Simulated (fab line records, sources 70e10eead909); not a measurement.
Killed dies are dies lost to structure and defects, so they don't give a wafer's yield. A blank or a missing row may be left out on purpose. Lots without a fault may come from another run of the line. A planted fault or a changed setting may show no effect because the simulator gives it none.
A struck lot beside a sound one | flow nand_harc | 15 steps out of a route of 1302
Sound: wafers L301.2, L301.3, L301.5. Struck: wafer L304.6. (L304.5 of the same lot was not struck and is left out.) The cause comes at the end.
At each step with rows: each side's tool, then ch and its chambers, then its first start. Under that, the readings that differ: sound wafers | struck wafers | difference of the means | sigmas: that difference in standard deviations of wafers without a fault.
alike: readings whose means differ by less than 2 such deviations, and words and numbers that are the same on both sides. not compared: withheld readings, readings that some wafer has no value for, bounds like >300 that may hide the same value, and numbers for which the record gives no deviation and whose values overlap.
The two part at a step that has a row with sigmas, a row that says differs or no value, or rows on one side only. Numbers that don't overlap but have no deviation are shown without sigmas and don't part them. A reading that every wafer of one side lacks parts them only if that side has two wafers or more.

first, 3 steps without rows for these wafers: NHARC_A_CHANNEL_HOLE_D1_STRIP_41 (strips in N2/H2); NHARC_A_CHANNEL_HOLE_D1_STRIP_42 (strips in CF4/CHF3); NHARC_A_CHANNEL_HOLE_D1_STRIP_43 (strips in O2/COS).
NHARC_A_CHANNEL_HOLE_D1_ETCH_44: etches the open film in CF4/O2, target depth 140 nm, overetch 14 nm, time 77 s.
  sound on rie_diel-10 ch 2,3, day 13 07:17; struck on rie_diel-10 ch 0, day 14 14:02
  alike: drypump_motor_current_A, o2_flow_sccm, oes_product_au, rf_vpp_V, showerhead_plenum_p_Torr, throttle_valve_pct
  not compared: rf_hours_counter_h
NHARC_A_CHANNEL_HOLE_D1_STRIP_27: strips in O2.
  sound on rie_diel-10 ch 1,2,3; struck on rie_diel-10 ch 0
  alike: drypump_motor_current_A, o2_flow_sccm, oes_product_au, rf_vpp_V, showerhead_plenum_p_Torr, throttle_valve_pct
  not compared: rf_hours_counter_h
then, 2 steps without rows for these wafers: NHARC_A_CHANNEL_HOLE_D1_PRECLEAN_28 (cleans in SC1); NHARC_A_CHANNEL_HOLE_D1_SRD_29.
NHARC_A_CHANNEL_HOLE_D1_CD_MEAS_30:
  sound on cd_sem-01, day 13 08:05; struck on cd_sem-03, day 14 14:49
  alike: cd_nm
NHARC_A_CHANNEL_HOLE_D1_XSEM_31:
  sound on xsem-02 ch 0, day 13 08:11; struck on xsem-02 ch 0, day 14 14:55
  reading            | sound          | struck | difference | sigmas
  tilt_deg (degrees) | 0.07 0.07 0.07 | 0.15   | +0.08      | +2
  alike: bot_cd_nm, bow_nm
NHARC_A_CHANNEL_HOLE_D1_INSPECT_40:
  sound on defect_inspect-02, day 13 08:17; struck on defect_inspect-01, day 14 15:00
  alike: raw_defect_count
then, 2 steps without rows for these wafers: NHARC_A_CHANNEL_FILL_D1_PRECLEAN_00 (cleans in SC1); NHARC_A_CHANNEL_FILL_D1_SRD_01.
NHARC_A_CHANNEL_FILL_D1_ALD_02: deposits SiO2, target thk 6 nm, pulse time 10 s, ald cycles 60.
  sound on ald_hk-01 ch 0,1, day 13 08:29; struck on ald_hk-03 ch 0, day 14 16:20
  reading    | sound    | struck | difference | sigmas
  ald_cycles | 60 60 60 | 48     | -12        |
  alike: heater_power_w, precursor_pulse_height_rel
NHARC_A_CHANNEL_FILL_D1_ALD_03: deposits SiNx, target thk 6 nm, pulse time 60 s, ald cycles 58.
  sound on ald_sin_batch-03 ch 0; struck on ald_sin_batch-03 ch 0
  alike: precursor_pulse_height_rel
  not compared: ald_cycles
-- the record jumps here: 15 days lie between the struck wafers' starts before and after (it left off in module A_CHANNEL_FILL_D1 and takes up again in module END, whose first step shown is number 1302 of the route) --
NHARC_END_SORT_01:
  the record has rows for the struck wafers here (prober-01 ch 0, day 29 15:35) and none for the sound ones

WHERE THEY PART
First at NHARC_A_CHANNEL_HOLE_D1_XSEM_31; last, within this record, at NHARC_END_SORT_01.

WHY: what the simulator had put in
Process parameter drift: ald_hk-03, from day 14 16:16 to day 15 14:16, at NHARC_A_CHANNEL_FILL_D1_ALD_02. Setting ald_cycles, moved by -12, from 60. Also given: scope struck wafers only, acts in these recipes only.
